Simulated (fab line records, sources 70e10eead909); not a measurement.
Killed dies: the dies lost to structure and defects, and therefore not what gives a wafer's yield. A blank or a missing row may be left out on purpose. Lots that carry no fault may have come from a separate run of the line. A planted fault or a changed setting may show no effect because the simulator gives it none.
Chamber matching / flow nand harc / 4 sister chambers for NHARC_P_CONTACT_CMP_01 on cmp-02
The step polishes SiO2, target thk 200 nm. 4 wafers are shown with their chamber, then 8 later ones without.

== WAFERS WITH THEIR CHAMBER ==
wafer=L081.2; chamber=0; motor current A (A)=11.0
wafer=L088.1; chamber=2; motor current A (A)=11.6
wafer=L088.2; chamber=1; motor current A (A)=10.4
wafer=L090.3; chamber=3; motor current A (A)=12.9

== WAFERS WITH NO CHAMBER GIVEN ==
wafer=L090.4; motor current A (A)=12.2
wafer=L090.6; motor current A (A)=12.5
wafer=L091.2; motor current A (A)=11.6
wafer=L091.5; motor current A (A)=9.7
wafer=L091.6; motor current A (A)=12.3
wafer=L095.1; motor current A (A)=13.2
wafer=L095.2; motor current A (A)=10.3
wafer=L095.3; motor current A (A)=12.0

== CHAMBER TAKEN BY EACH ==
wafer=L090.4; from the rows above=can't be placed: 2 or 3 or 0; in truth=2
wafer=L090.6; from the rows above=can't be placed: 3 or 2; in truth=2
wafer=L091.2; from the rows above=can't be placed: 2 or 0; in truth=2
wafer=L091.5; from the rows above=can't be placed: 1 or 0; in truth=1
wafer=L091.6; from the rows above=can't be placed: 3 or 2 or 0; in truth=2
wafer=L095.1; from the rows above=3; in truth=3
wafer=L095.2; from the rows above=can't be placed: 1 or 0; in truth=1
wafer=L095.3; from the rows above=can't be placed: 2 or 3 or 0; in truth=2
Correctly placed: 1 of 8. Unplaceable from these rows: 7, with the true chamber sitting among the candidates in 7. Wrongly placed: 0.
How it was worked out, from the rows above alone: a wafer's distance from a chamber is the root of the sum, over the readings, of the square of ((its reading less the chamber's mean) divided by the reading's scatter). The wafer belongs to the nearest chamber; if the next one is less than 2 further off, it can't be placed. Each chamber's mean is taken over the wafers shown for it. The scatter: with one shown wafer a chamber, the root of the mean of the squares of how far each hidden wafer lies from its nearest shown one.
